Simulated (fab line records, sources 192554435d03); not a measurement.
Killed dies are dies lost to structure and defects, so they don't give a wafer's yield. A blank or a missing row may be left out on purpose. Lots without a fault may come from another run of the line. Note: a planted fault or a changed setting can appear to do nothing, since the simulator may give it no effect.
Struck lot and sound lot, side by side :: flow n5 finfet :: 35 steps out of a route of 1938
Sound: wafers L914.4, L914.5, L914.6. Struck: wafers L923.1, L923.3, L923.4. The cause is named last.
Each step with rows lists, per side, the tool, then ch with its chambers, then its first start. Under that, the readings that differ: sound wafers :: struck wafers :: difference of the means :: sigmas: that difference in standard deviations of wafers without a fault.
alike: a reading whose means differ by less than 2 such deviations, as well as words and numbers matching on both sides. not compared: withheld readings; readings where some wafer has no value; bounds like >300 that might hide an equal value; numbers whose values overlap and for which the record gives no deviation.
The two part at a step that has a row with sigmas, a row that says differs or no value, or rows on one side only. Numbers that don't overlap but have no deviation are shown without sigmas and don't part them. Lack of a reading on every wafer of one side parts them only where that side has two or more wafers.

first, 9 steps without rows for these wafers: N5_BEOL_M6_ILD_DEP_00 (deposits SiCOH lowk from DEMS/porogen, target thk 179.75 nm, time 33.4 s); N5_BEOL_M6_CURE_74 (cures SiCOH lowk, time 240 s); N5_BEOL_M6_PECVD_70 (deposits SiO2 from TEOS/O2, target thk 20 nm, time 22.7 s); N5_BEOL_M6_HM_DEP_02 (deposits TiN, target thk 20 nm); N5_BEOL_M6_COAT_59 (time 60 s, resist thk 100 nm); N5_BEOL_M6_COAT_60 (time 60 s, resist thk 35 nm); N5_BEOL_M6_COAT_05 (resist thk 90 nm); N5_BEOL_M6_EBR_07; N5_BEOL_M6_SOFTBAKE_06 (time 60 s).
N5_BEOL_M6_EXPOSE_08: exposes mask M6.
  sound on arfi scanner-02 ch 0, day 9 04:01; struck on arfi scanner-02 ch 0, day 11 10:19
reading: exposure dose mJ cm2
sound: 68.17 68.16 68.22
struck: 63.51 63.47 63.40
difference: -4.72
sigmas: -80
  alike: mask
then, 2 steps without rows for these wafers: N5_BEOL_M6_PEB_09 (peb time 60 s); N5_BEOL_M6_DEVELOP_10 (develop time 30 s).
N5_BEOL_M6_CD_MEAS_11 targets a cd of 38.5 nm.
  sound on cd sem-02 ch 0, day 9 04:08; struck on cd sem-02 ch 0, day 11 10:26
reading: cd nm (nm)
sound: 38.2 38.4 38.2
struck: 35.0 34.9 35.2
difference: -3.2
sigmas: -8
then, 1 step without rows for these wafers: N5_BEOL_M6_DESCUM_16 (chemistry O2, time 7.9 s).
N5_BEOL_M6_ETCH_61: etches SiARC in CF4, target depth 45.5 nm, time 75.8 s.
  sound on rie diel-04 ch 0,3, day 9 04:47; struck on rie diel-03 ch 0,2,3, day 11 11:16
reading: model.BEOL_M6.cd offset nm (nm)
sound: -0.4 -0.2 -0.4
struck: -3.4 -4 -3.4
difference: -3.3
sigmas: 
  alike: drypump motor current A, etch rf on time s, oes product au, rf vpp V, showerhead plenum p Torr, throttle valve pct
  not compared: rf hours counter h
then, 3 steps without rows for these wafers: N5_BEOL_M6_ETCH_62 (etches SOC in N2/H2, target depth 110 nm, overetch 22 nm, time 165 s); N5_BEOL_M6_STRIP_68 (strips in N2/H2); N5_BEOL_M6_STRIP_67 (strips in CF4).
N5_BEOL_M6_HM_OPEN_17: chemistry Cl2/BCl3, target TiN, target depth 20 nm, overetch 6 nm.
  sound on rie metal-02 ch 0,1, day 9 05:03; struck on rie metal-02 ch 0,1, day 11 11:30
reading: model.BEOL_M6.cd offset nm (nm)
sound: -0.6 -0.2 -0.6
struck: -3.4 -4.2 -3.6
difference: -3.3
sigmas: 
  alike: drypump motor current A, oes product au, throttle valve pct
  not compared: rf hours counter h
then, 1 step without rows for these wafers: N5_BEOL_M6_STRIP_19 (strips in O2).
N5_BEOL_M6_CD_MEAS_18: pitch 80 nm, target cd 40 nm.
  sound on cd sem-01, day 9 05:16; struck on cd sem-01, day 11 12:04
reading: cd nm (nm)
sound: 39.4 40.1 39.5
struck: 36.3 35.9 36.7
difference: -3.4
sigmas: -7
then, 13 steps without rows for these wafers: N5_BEOL_M6_COAT_63 (time 60 s, resist thk 60 nm); N5_BEOL_M6_COAT_64 (time 60 s, resist thk 12 nm); N5_BEOL_M6_COAT_71 (time 60 s, resist thk 5 nm); N5_BEOL_M6_COAT_22 (resist thk 30 nm); N5_BEOL_M6_EBR_24; N5_BEOL_M6_SOFTBAKE_23 (time 60 s); N5_BEOL_M6_EXPOSE_25 (exposes mask V5, target cd 40 nm); N5_BEOL_M6_PEB_26 (peb time 60 s); N5_BEOL_M6_DEVELOP_27 (develop time 30 s); N5_BEOL_M6_DESCUM_33 (chemistry O2, time 7 s); N5_BEOL_M6_ETCH_72 (etches underlayer in N2/H2, target depth 6.5 nm, time 5.2 s); N5_BEOL_M6_ETCH_65 (etches SiARC in CF4, target depth 15.6 nm, time 26 s); N5_BEOL_M6_ETCH_66 (etches SOC in N2/H2, target depth 80 nm, overetch 16 nm, time 120 s).
-- the record jumps here: 3 days lie between the struck wafers' starts before and after (it left off in module BEOL_M6 and takes up again in module BEOL_M15, whose first step shown is number 1830 of the route) --
N5_BEOL_M15_RC_MEAS_101:
  sound on prober-02 ch 0, day 12 09:06; struck on prober-01 ch 0, day 14 19:13
reading: COMB_M11 (S/m)
sound: 1.51e-11 1.08e-11 9.6e-12
struck: 1.71e-11 1.8e-11 2.23e-11
difference: +7.30e-12
sigmas: +2

reading: COMB_M13 (S/m)
sound: 7.1e-12 5.9e-12 6.9e-12
struck: 5e-12 3.5e-12 4.7e-12
difference: -2e-12
sigmas: -2

reading: SERP_M6 (ohm/um)
sound: 14.6 13.6 14.5
struck: 16.8 16.9 17.0
difference: +2.7
sigmas: +6

reading: SERP_M6_max_site (ohm/um)
sound: 14.8 14.3 14.9
struck: 17.7 17.9 17.8
difference: +3.1
sigmas: +6
  alike: etest temp c, COMB_M10, COMB_M12, COMB_M14, COMB_M15, COMB_M5, COMB_M6, COMB_M7, COMB_M7_max_site, COMB_M8, COMB_M9, SERP_M10, SERP_M11, SERP_M12, SERP_M13, SERP_M14, SERP_M5, SERP_M7, SERP_M8, SERP_M9

WHERE THEY PART
Earliest at N5_BEOL_M6_EXPOSE_08; latest, in this record, at N5_BEOL_M15_RC_MEAS_101.

WHY: whatever the simulator had introduced
Process parameters drifting: arfi scanner-02 at N5_BEOL_M6_EXPOSE_08, beginning at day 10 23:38. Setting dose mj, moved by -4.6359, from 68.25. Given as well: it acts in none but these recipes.
